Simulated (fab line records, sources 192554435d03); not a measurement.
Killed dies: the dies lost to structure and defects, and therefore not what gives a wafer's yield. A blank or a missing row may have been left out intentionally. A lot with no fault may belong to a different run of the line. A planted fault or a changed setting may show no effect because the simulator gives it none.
Comparing a struck lot with a sound one || flow n5Finfet || 27 steps out of a route of 1938
Sound: the wafers L609.1, L609.3, L609.5. The struck wafers were L626.1, L626.2, L626.4. Last of all comes the cause.
At each step with rows: each side's tool, then ch and its chambers, then its first start. Under that, the readings that differ: sound wafers || struck wafers || difference of the means || sigmas: that difference in standard deviations of wafers without a fault.
alike: same words and numbers on both sides, and readings whose means sit less than 2 such deviations apart. not compared: any withheld reading, any reading some wafer has no value for, any bound like >300 that may hide the same value, and any number with overlapping values for which the record gives no deviation.
The two part at a step that has a row with sigmas, a row that says differs or no value, or rows on one side only. When numbers do not overlap yet have no deviation, they are printed without sigmas and do not part them. A reading that every wafer of one side lacks parts them only if that side has two wafers or more.

first, 5 steps without rows for these wafers: N5_WELL_APT_RTA_34 (time 10 s); N5_WELL_APT_OXIDE_STRIP_42 (strips SiO2 in dHF, time 45 s, target depth 12 nm); N5_WELL_APT_PRECLEAN_36 (cleans in O3/DIW, time 45 s); N5_WELL_APT_PRECLEAN_39 (cleans in dHF, time 60 s); N5_WELL_APT_SRD_37 (time 30 s).
N5_WELL_APT_EPI_41: deposits Si from SiH4/H2, target thk 50 nm, time 297.7 s.
  sound on epiRpcvd-04 ch 0, day 1 22:18; struck on epiRpcvd-01 ch 0, day 6 04:24
  alike: throttleValvePct
N5_WELL_APT_INSPECT_38: inspects for defects (darkfield).
  sound: defectInspect-02 at day 1 22:56; struck: defectInspect-02 at day 6 05:02
  alike: rawDefectCount
N5_PMOS_HMC_CHANNEL_EPI_HM_DEP_34: deposits SiO2 from TEOS/O2, target thk 36 nm, time 6.9 s.
  sound on pecvd-03 ch 0, day 1 22:58; struck on pecvd-04 ch 0,1,2, day 6 05:05
  alike: heaterPowerW, showerheadPlenumPTorr, throttleValvePct
then, 4 steps without rows for these wafers: N5_PMOS_HMC_CHANNEL_EPI_COAT_31 (time 60 s, resist thk 66 nm); N5_PMOS_HMC_CHANNEL_EPI_COAT_03 (resist thk 205 nm); N5_PMOS_HMC_CHANNEL_EPI_EBR_05; N5_PMOS_HMC_CHANNEL_EPI_SOFTBAKE_04 (time 60 s).
N5_PMOS_HMC_CHANNEL_EPI_EXPOSE_06: exposes mask PMOS HMC BLK, target cd 240 nm.
  sound on arfiScanner-01 ch 0, day 1 23:11; struck on arfiScanner-01 ch 0, day 6 05:14
{"reading": "exposureDoseMJCm2", "sound": "40.97 41.03 40.95", "struck": "37.65 37.60 37.64", "difference": -3.35, "sigmas": -80}
  alike: mask
then, 2 steps without rows for these wafers: N5_PMOS_HMC_CHANNEL_EPI_PEB_07 (peb time 60 s); N5_PMOS_HMC_CHANNEL_EPI_DEVELOP_08 (develop time 30 s).
N5_PMOS_HMC_CHANNEL_EPI_CD_MEAS_09 targets a cd of 237.4 nm.
  sound on cdSem-02 ch 0, day 1 23:19; struck on cdSem-02 ch 0, day 6 05:22
{"reading": "cdNm (nm)", "sound": "239.1 236.7 238.1", "struck": "263.1 248.4 252.5", "difference": "+16.7", "sigmas": "+17"}
N5_PMOS_HMC_CHANNEL_EPI_OVL_MEAS_10:
  sound on overlay-02 ch 0, day 1 23:20; struck on overlay-01 ch 0, day 6 05:23
  alike: PMOS_HMC_BLK_OVL
N5_PMOS_HMC_CHANNEL_EPI_INSPECT_11: inspects for defects (macro).
  sound: defectInspect-02 at day 1 23:22; struck: defectInspect-02 at day 6 05:25
  alike: rawDefectCount
N5_PMOS_HMC_CHANNEL_EPI_DESCUM_14: chemistry O2, time 7.9 s.
  sound on rieDiel-04 ch 1,3, day 1 23:27; struck on rieDiel-03 ch 1,2,3, day 6 05:27
{"reading": "drypumpMotorCurrentA (A)", "sound": "4.9 4.9 4.9", "struck": "6.0 6.1 6.3", "difference": "+1.2", "sigmas": "+3"}
{"reading": "model.PMOS_HMC_CHANNEL_EPI.cdNm (nm)", "sound": "239 236.4 237.9", "struck": "262.8 248.3 252.5", "difference": "+16.8", "sigmas": ""}
  alike: oesProductAu, rfVppV, showerheadPlenumPTorr, throttleValvePct
  not compared: rfHoursCounterH
N5_PMOS_HMC_CHANNEL_EPI_ETCH_32: etches BARC in N2/H2, stops on SiO2, target depth 85.8 nm, time 50.3 s.
  sound on rieDiel-04 ch 1,3, day 1 23:29; struck on rieDiel-03 ch 1,2,3, day 6 05:29
{"reading": "drypumpMotorCurrentA (A)", "sound": "5.0 4.9 4.9", "struck": "6.1 6.1 6.3", "difference": "+1.2", "sigmas": "+3"}
  alike: oesProductAu, rfVppV, showerheadPlenumPTorr, throttleValvePct
  not compared: rfHoursCounterH
N5_PMOS_HMC_CHANNEL_EPI_HM_OPEN_15: chemistry CHF3/O2, target SiO2, target depth 40.6 nm, time 20.3 s.
  sound on rieDiel-04 ch 1,3, day 1 23:32; struck on rieDiel-03 ch 1,2,3, day 6 05:31
{"reading": "drypumpMotorCurrentA (A)", "sound": "5.0 4.9 4.9", "struck": "6.1 6.1 6.3", "difference": "+1.2", "sigmas": "+3"}
  alike: oesProductAu, rfVppV, showerheadPlenumPTorr, throttleValvePct
  not compared: rfHoursCounterH
then, 2 steps without rows for these wafers: N5_PMOS_HMC_CHANNEL_EPI_STRIP_33 (strips in N2/H2); N5_PMOS_HMC_CHANNEL_EPI_STRIP_17 (strips in SPM, time 750 s).
N5_PMOS_HMC_CHANNEL_EPI_ETCH_38: etches SiO2 in CF4, target depth 1.5 nm.
  sound on rieSi-03 ch 0,1,2, day 1 23:53; struck on rieSi-03 ch 0,2,3, day 6 05:55
  alike: drypumpMotorCurrentA, oesProductAu, throttleValvePct
  not compared: rfHoursCounterH
N5_PMOS_HMC_CHANNEL_EPI_FIN_RECESS_16: chemistry HBr/Cl2, target Si, target depth 54 nm, time 18 s.
  sound on rieSi-03 ch 0,1,2, day 1 23:55; struck on rieSi-03 ch 0,2,3, day 6 05:56
{"reading": "model.PMOS_HMC_CHANNEL_EPI.cdNm (nm)", "sound": "241.9 238.6 239.6", "struck": "265 251.5 254.6", "difference": "+17", "sigmas": ""}
  alike: HBr_flow_sccm, drypumpMotorCurrentA, oesProductAu, throttleValvePct
  not compared: rfHoursCounterH
then, 1 step without rows for these wafers: N5_PMOS_HMC_CHANNEL_EPI_PRECLEAN_36 (cleans in O3/DIW, time 45 s).
-- a jump in the record: the struck wafers' starts before and after are 11 days apart (it breaks off in module PMOS_HMC_CHANNEL_EPI and resumes in module PASSIVATION, where the first step shown is number 1936 of the route) --
N5_PASSIVATION_PROBE_49:
  sound: prober-01 at day 13 11:56; struck: prober-02 at day 17 09:37
{"reading": "killed_at_M0_to_M3", "sound": "44 39 64", "struck": 24, "difference": -25, "sigmas": -2}
  alike: killed_at_M4_up, killedAtContacts, killedAtFrontEnd, killedAtOther, killedDies, killedOpen, killedShort

WHERE THEY PART
First at N5_PMOS_HMC_CHANNEL_EPI_EXPOSE_06; last, within this record, at N5_PASSIVATION_PROBE_49.

WHY: the cause the simulator had injected
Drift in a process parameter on arfiScanner-01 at N5_PMOS_HMC_CHANNEL_EPI_EXPOSE_06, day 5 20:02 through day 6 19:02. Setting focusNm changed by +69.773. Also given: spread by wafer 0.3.
